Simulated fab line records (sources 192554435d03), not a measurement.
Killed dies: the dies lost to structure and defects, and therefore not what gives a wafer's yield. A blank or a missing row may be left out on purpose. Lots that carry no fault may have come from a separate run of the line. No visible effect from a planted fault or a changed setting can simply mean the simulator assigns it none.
Matching of chambers + flow n5Finfet + N5_BEOL_M15_DESCUM_15 on rieDiel-06 has 4 sister chambers
The step chemistry O2, time 7.9 s. 4 wafers are shown with their chamber, then 7 later ones without.

## WAFERS, EACH WITH ITS CHAMBER
| wafer  | chamber | showerheadPlenumPTorr (Torr) |
|--------|---------|------------------------------|
| L089.1 | 1       | 2.00                         |
| L089.2 | 3       | 1.98                         |
| L091.4 | 0       | 2.02                         |
| L091.5 | 2       | 2.25                         |

## WAFERS WITH NO CHAMBER GIVEN
| wafer  | showerheadPlenumPTorr (Torr) |
|--------|------------------------------|
| L091.6 | 2.00                         |
| L092.1 | 2.24                         |
| L092.3 | 2.00                         |
| L092.4 | 2.02                         |
| L096.3 | 2.02                         |
| L096.5 | 2.02                         |
| L096.6 | 1.97                         |

## THE CHAMBER EACH PASSED THROUGH
| wafer  | from the rows above | in truth |
|--------|---------------------|----------|
| L091.6 | 1                   | 1        |
| L092.1 | 2                   | 2        |
| L092.3 | 1                   | 1        |
| L092.4 | 0                   | 0        |
| L096.3 | 0                   | 0        |
| L096.5 | 0                   | 0        |
| L096.6 | 3                   | 3        |
Placed correctly: 7 of 7. Left unplaced by these rows: 0. Wrongly placed: 0.
How it was worked out, from the rows above alone: a wafer's distance from a chamber is the root of the sum, over the readings, of the square of ((its reading less the chamber's mean) divided by the reading's scatter). If the next closest chamber is less than 2 further off than the closest, the wafer can't be placed; otherwise it belongs to the closest. A chamber's mean is the mean of its shown wafers. The scatter: with one shown wafer a chamber, the root of the mean of the squares of how far each hidden wafer lies from its nearest shown one.
